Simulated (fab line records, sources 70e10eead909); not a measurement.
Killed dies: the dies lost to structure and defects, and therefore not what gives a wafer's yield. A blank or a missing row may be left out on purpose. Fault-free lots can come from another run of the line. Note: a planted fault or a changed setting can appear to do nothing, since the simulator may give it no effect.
fab line records | flow nand_harc
[record] lots = 7 wafers = 20 last_day = 33
route steps=1302 shown A_STAIRCASE@668
lots that met no fault: taken from a fault-free run of the same line
start_h: hours from the record's opening day to when the first of the lot's shown wafers began | wait_h: how many hours have passed since the lot's step before this one | " as in the row above | L1.1+2: a single row standing in for several wafers | - no value, or no start given | * or withheld: withheld | < > ~ a bound
route shown NAME@n: NAME is a module with steps in the file, n the number in the route of the first one | usual: mean and standard deviation over wafers with no fault | same: alike in all rows | chamber/n: place in a boat | sites: per-site readings | _std_site: the standard deviation of these | _edge_site: mean of outer sites minus mean of inner sites | radius_mm: how far each site lies from the wafer's centre | mask NAME#n: copy n | behind: the last tool/chamber to shape the wafer | hold: the reason the lot was held/the length of the hold in hours/how it ended | device: the transistor (n, p or np) that didn't switch | end of line: the same wafers' tests at the end of the route | a step with no rows: only its recipe | killed: dies that structure and defects cost at the first sort, which is not the same as the wafer's yield | map: a wafer's dies, marking killed ones x, the rest . and places with no die _
set.NAME: the run value of the setting; set.NAME@STEP: its run value at that earlier step | model.NAME: the simulator's own value behind a step, which no gauge read
lots at selected steps of the route; one table per step, one row per wafer
services: the hour from which a tool's chamber was out of use, counted from the record's first day as start_h (under 0 if before that day), plus the number of hours and why
[[steps]]
[step NHARC_A_STAIRCASE_TRIM_12]
[recipe] time_s = 211.2 o2_flow_sccm = 500 ar_flow_sccm = 0 bias_w = 0 chemistry = O2
[usual] drypump_motor_current_A = 5.8/0.51 mfc_ar_sccm = 0.007/0.01 oes_product_au = 0.999/0.0098 rf_vpp_V = 57.8/0.93 showerhead_plenum_p_Torr = 3.53/0.16 throttle_valve_pct = 17.037/0.0085
// columns lot.wafer tool chamber start_h wait_h drypump_motor_current_A mfc_ar_sccm oes_product_au rf_hours_counter_h rf_vpp_V showerhead_plenum_p_Torr throttle_valve_pct
L808.4 rie_diel-07 0 387.41 0.1 4.9 0.011 1.000 21 57.2 3.47 17.046
L808.1 " 1 " " 6.3 0.009 0.984 24 57.6 3.61 17.034
L808.5 " 0 " " 4.9 0.011 0.996 - 57.3 3.47 17.044
L815.4 rie_diel-07 3 482.75 0.1 5.6 0.036 1.008 0 58.9 3.29 17.035
L815.6 " 2 " " 5.1 0 0.996 - 57.4 3.74 17.036
L816.4 rie_diel-11 1 487.00 0.1 6.4 0 0.992 20 58.2 3.77 17.026
L816.2 " 2 " " 6.0 0 0.987 14 58.9 3.73 17.042
L816.1 " 3 " " 5.5 0 0.997 16 57.1 3.64 17.039
L817.2 rie_diel-11 0 497.53 0.1 5.3 0.009 1.008 23 58.2 3.35 17.045
L817.4 " 1 " " 6.4 0 0.990 24 60.0 3.76 17.036
L817.3 " 3 " " 5.5 0 0.997 20 57.2 3.64 17.043
L818.3 rie_diel-12 0 501.19 0.1 6.4 0.002 0.984 16 57.0 3.29 17.025
L818.5 " 2 " " 5.8 0 1.008 - 56.6 3.49 17.039
L818.6 " 0 " " 6.4 0.002 0.976 - 57.8 3.29 17.044
L820.4 rie_diel-07 0 528.97 0.1 4.9 0.011 0.991 15 57.3 3.44 17.059
L820.1 " 1 " " 6.3 0.009 0.988 14 58.8 3.58 17.029
L820.6 " 0 " " 4.9 0.011 0.988 - 56.6 3.44 17.040
L825.1 rie_diel-11 0 578.84 0.1 5.3 0.009 1.007 45 56.6 3.34 17.027
L825.4 " 3 " " 5.5 0 0.982 - 57.4 3.62 17.036
L825.5 " 0 " " 5.3 0.009 1.006 - 58.6 3.34 17.045
[step NHARC_A_STAIRCASE_ETCH_13]
[recipe] target_depth_a = 1000 time_s = 40.5 ion_energy_ev = 400 c4f8_flow_sccm = 20 o2_flow_sccm = 10 ar_flow_sccm = withheld rf_w = 600 bias_w = 1000 chemistry = C4F8/O2
[step NHARC_A_STAIRCASE_TRIM_14]
[recipe] time_s = 211.2 o2_flow_sccm = 500 ar_flow_sccm = 0 bias_w = 0 chemistry = O2
[usual] drypump_motor_current_A = 5.8/0.49 mfc_ar_sccm = 0.007/0.011 oes_product_au = 0.999/0.0096 rf_vpp_V = 57.7/0.83 showerhead_plenum_p_Torr = 3.53/0.16 throttle_valve_pct = 17.037/0.0099
// columns lot.wafer tool chamber start_h wait_h drypump_motor_current_A mfc_ar_sccm oes_product_au rf_hours_counter_h rf_vpp_V showerhead_plenum_p_Torr throttle_valve_pct
L808.1 rie_diel-07 3 - - 5.6 0.036 1.008 28 57.4 3.31 17.046
L808.4 " 2 " " 5.2 0 0.983 28 58.2 3.76 17.031
L808.5 " 0 " " 4.9 0.011 0.987 - 57.7 3.47 17.033
L815.4 rie_diel-07 2 - - 5.1 0 0.994 0 59.2 3.74 17.034
L815.6 " 0 " " 4.9 0.011 1.002 - 57.1 3.45 17.037
L816.2 rie_diel-11 2 - - 6.0 0 1.013 14 59.1 3.73 17.044
L816.4 " 3 " " 5.5 0 1.002 17 59.4 3.64 17.028
L816.1 " 1 " " 6.4 0 0.997 20 58.8 3.76 17.033
L817.3 rie_diel-11 2 - - 6.0 0 0.998 18 57.8 3.73 17.033
L817.4 " 0 " " 5.3 0.009 0.990 24 57.0 3.35 17.021
L817.2 " 1 " " 6.4 0 0.994 24 57.4 3.76 17.024
L818.3 rie_diel-12 0 - - 6.4 0.002 0.984 16 58.2 3.29 17.032
L818.6 " 2 " " 5.8 0 1.003 - 58.9 3.49 17.038
L818.5 " 3 " " 6.3 0 0.992 - 57.1 3.55 17.061
L820.4 rie_diel-07 3 - - 5.5 0.036 0.999 16 56.0 3.29 17.031
L820.1 " 1 " " 6.3 0.009 0.999 14 57.5 3.58 17.028
L820.6 " 0 " " 4.9 0.011 0.987 - 57.4 3.44 17.031
L825.1 rie_diel-11 3 - - 5.5 0 0.988 54 58.0 3.62 17.041
L825.5 " 1 " " 6.4 0 1.002 - 59.4 3.75 17.040
L825.4 " 3 " " 5.5 0 0.976 - 58.2 3.62 17.043
[step NHARC_A_STAIRCASE_ETCH_15]
[recipe] target_depth_a = 1000 time_s = 40.5 ion_energy_ev = 400 c4f8_flow_sccm = 20 o2_flow_sccm = 10 ar_flow_sccm = withheld rf_w = 600 bias_w = 1000 chemistry = C4F8/O2
[usual] oes_product_au = 0.941/0.011 rf_vpp_V = 896/5.8
// columns lot.wafer tool chamber start_h wait_h oes_product_au rf_hours_counter_h rf_vpp_V
L808.1 rie_diel-07 2 - - 0.955 28 906
L808.4 " 0 " " 0.947 21 894
L808.5 " 1 " " 0.955 - 899
L815.4 rie_diel-07 0 - - 0.927 0 891
L815.6 " 3 " " 0.944 - 887
L816.2 rie_diel-11 2 - - 0.944 14 904
L816.4 " 3 " " 0.933 17 898
L816.1 " 1 " " 0.933 20 903
L817.3 rie_diel-11 3 - - 0.939 20 899
L817.4 " 1 " " 0.953 24 905
L817.2 " 2 " " 0.943 18 903
L818.3 rie_diel-12 3 - - 0.937 16 896
L818.5 " 3 " " 0.936 - 897
L818.6 " 0 " " 0.926 - 888
L820.1 rie_diel-07 2 - - 0.938 15 904
L820.4 " 3 " " 0.935 16 886
L820.6 " 2 " " 0.935 - 904
L825.1 rie_diel-11 3 - - 0.925 54 898
L825.4 " 3 " " 0.933 - 900
L825.5 " 0 " " 0.938 - 889
[step NHARC_A_STAIRCASE_TRIM_16]
[recipe] time_s = 211.2 o2_flow_sccm = 500 ar_flow_sccm = 0 bias_w = 0 chemistry = O2
[step NHARC_A_STAIRCASE_ETCH_17]
[recipe] target_depth_a = 1000 time_s = 40.5 ion_energy_ev = 400 c4f8_flow_sccm = 20 o2_flow_sccm = 10 ar_flow_sccm = withheld rf_w = 600 bias_w = 1000 chemistry = C4F8/O2
[step NHARC_A_STAIRCASE_TRIM_18]
[recipe] time_s = 211.2 o2_flow_sccm = 500 ar_flow_sccm = 0 bias_w = 0 chemistry = O2
[step NHARC_A_STAIRCASE_ETCH_19]
[recipe] target_depth_a = 1000 time_s = 40.5 ion_energy_ev = 400 c4f8_flow_sccm = 20 o2_flow_sccm = 10 ar_flow_sccm = withheld rf_w = 600 bias_w = 1000 chemistry = C4F8/O2
[usual] oes_product_au = 0.942/0.011 rf_vpp_V = 896/5.7
// columns lot.wafer tool chamber start_h wait_h oes_product_au rf_hours_counter_h rf_vpp_V
L808.1 rie_diel-07 1 - - 0.932 24 898
L808.4 " 2 " " 0.934 28 904
L808.5 " 1 " " 0.931 - 900
L815.4 rie_diel-07 1 - - 0.946 0 899
L815.6 " 2 " " 0.939 - 902
L816.1 rie_diel-11 3 - - 0.939 18 900
L816.4 " 0 " " 0.966 21 890
L816.2 " 1 " " 0.965 21 904
L817.4 rie_diel-11 1 - - 0.954 24 904
L817.3 " 2 " " 0.941 18 903
L817.2 " 3 " " 0.935 21 898
L818.3 rie_diel-12 0 - - 0.920 16 888
L818.6 " 2 " " 0.962 - 893
L818.5 " 3 " " 0.948 - 895
L820.1 rie_diel-07 1 - - 0.934 15 899
L820.4 " 2 " " 0.923 16 904
L820.6 " 0 " " 0.932 - 891
L825.1 rie_diel-11 0 - - 0.936 46 891
L825.4 " 3 " " 0.929 - 899
L825.5 " 1 " " 0.935 - 903
[step NHARC_A_STAIRCASE_TRIM_20]
[recipe] time_s = 211.2 o2_flow_sccm = 500 ar_flow_sccm = 0 bias_w = 0 chemistry = O2
[step NHARC_A_STAIRCASE_ETCH_21]
[recipe] target_depth_a = 1000 time_s = 40.5 ion_energy_ev = 400 c4f8_flow_sccm = 20 o2_flow_sccm = 10 ar_flow_sccm = withheld rf_w = 600 bias_w = 1000 chemistry = C4F8/O2
[usual] oes_product_au = 0.945/0.016 rf_vpp_V = 896/5.9
// columns lot.wafer tool chamber start_h wait_h oes_product_au rf_hours_counter_h rf_vpp_V
L808.1 rie_diel-07 1 - - 0.941 24 899
L808.4 " 2 " " 0.944 28 906
L808.5 " 2 " " 0.937 - 906
L815.4 rie_diel-11 3 - - 0.974 15 900
L815.6 " 3 " " 0.968 - 900
L816.4 rie_diel-11 2 - - 0.949 15 902
L816.1 " 0 " " 0.960 21 890
L816.2 " 1 " " 0.961 21 906
L817.4 rie_diel-11 0 - - 0.947 24 890
L817.3 " 2 " " 0.952 18 904
L817.2 " 3 " " 0.930 21 901
L818.3 rie_diel-12 0 - - 0.936 17 887
L818.6 " 2 " " 0.954 - 894
L818.5 " 3 " " 0.945 - 896
L820.4 rie_diel-12 3 - - 0.930 31 896
L820.1 " 2 " " 0.931 31 895
L820.6 " 0 " " 0.913 - 886
L825.1 rie_diel-11 1 - - 0.942 54 904
L825.5 " 3 " " 0.936 - 900
L825.4 " 1 " " 0.929 - 902
[step NHARC_A_STAIRCASE_TRIM_22]
[recipe] time_s = 211.2 o2_flow_sccm = 500 ar_flow_sccm = 0 bias_w = 0 chemistry = O2
[step NHARC_A_STAIRCASE_ETCH_23]
[recipe] target_depth_a = 1000 time_s = 40.5 ion_energy_ev = 400 c4f8_flow_sccm = 20 o2_flow_sccm = 10 ar_flow_sccm = withheld rf_w = 600 bias_w = 1000 chemistry = C4F8/O2
[usual] oes_product_au = 0.943/0.014 rf_vpp_V = 896/5.6
// columns lot.wafer tool chamber start_h wait_h oes_product_au rf_hours_counter_h rf_vpp_V
L808.1 rie_diel-07 2 388.91 - 0.934 28 904
L808.4 " 0 " " 0.930 21 894
L808.5 " 2 " " 0.929 - 903
L815.4 rie_diel-11 1 484.19 - 0.800 18 903
L815.6 " 0 " " 0.952 - 890
L816.4 rie_diel-11 2 489.66 - 0.817 15 903
L816.2 " 3 " " 0.800 18 900
L816.1 " 1 " " 0.948 21 904
L817.2 rie_diel-11 3 498.98 - 0.807 21 899
L817.3 " 0 " " 0.948 24 891
L817.4 " 1 " " 0.818 24 904
L818.3 rie_diel-12 2 502.88 - 0.947 17 895
L818.5 " 2 " " 0.952 - 894
L818.6 " 0 " " 0.915 - 887
L820.1 rie_diel-12 0 531.12 - 0.916 31 887
L820.4 " 1 " " 0.929 0 897
L820.6 " 3 " " 0.952 - 896
L825.1 rie_diel-11 0 580.92 - 0.945 47 887
L825.5 " 3 " " 0.929 - 902
L825.4 " 0 " " 0.945 - 888
[step NHARC_A_STAIRCASE_TRIM_24]
[recipe] time_s = 211.2 o2_flow_sccm = 500 ar_flow_sccm = 0 bias_w = 0 chemistry = O2
[[services]]
// columns tool chamber start_h hours kind
rie_diel-11 0 363.69 - clean
rie_diel-11 1 363.69 - clean
rie_diel-11 2 363.69 - clean
rie_diel-11 3 363.69 - clean
rie_diel-07 - 368.11 0.9 repair
rie_diel-11 0 388.19 - clean
rie_diel-11 1 388.19 - clean
rie_diel-11 2 388.19 - clean
rie_diel-11 3 388.19 - clean
rie_diel-12 1 411.34 1.3 repair
rie_diel-11 0 413.32 - clean
rie_diel-11 1 413.32 - clean
rie_diel-11 2 413.32 - clean
rie_diel-11 3 413.32 - clean
rie_diel-07 2 429.19 9.2 repair
rie_diel-11 - 433.60 9.0 pm
rie_diel-11 0 433.60 9.0 vent_cycle
rie_diel-12 - 445.49 9.0 pm
rie_diel-11 2 459.95 2.8 repair
rie_diel-07 1 468.35 6.0 repair
rie_diel-07 - 472.26 9.0 pm
rie_diel-12 0 478.60 2.4 repair
rie_diel-11 2 564.00 30.2 repair
rie_diel-07 2 577.42 6.4 repair
[[key]]
[first_sign] step = NHARC_A_STAIRCASE_ETCH_23 reading = oes_product_au direction = down sigmas = 9.7 usual = 0.943 struck = 0.809
effect none on later readings
met_at NHARC_A_STAIRCASE_ETCH_23
struck_wafers L815.4,L816.2,L816.4,L817.2,L817.4
sort_left_out L815.4,L816.2,L816.4,L817.2,L817.4
tester_left_out L815,L816,L817
[fault] kind = process_parameter_drift tool = rie_diel-11 chamber = - onset_h = 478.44 steps = NHARC_A_STAIRCASE_ETCH_23 channel = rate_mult offset = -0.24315 shape = step end_h = 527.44 scope = struck_wafers_only
// tester_left_out: of these lots the tester's yield and bins aren't shown, on N5 and GAA mostly nor the transistor test; their killed dies are dies lost to structure and defects alone, not to doping, threshold or leakage, so they don't give the yield
// sort_left_out: the simulated sort isn't trusted on such a fault, so these wafers' sort isn't shown, and their yield isn't known
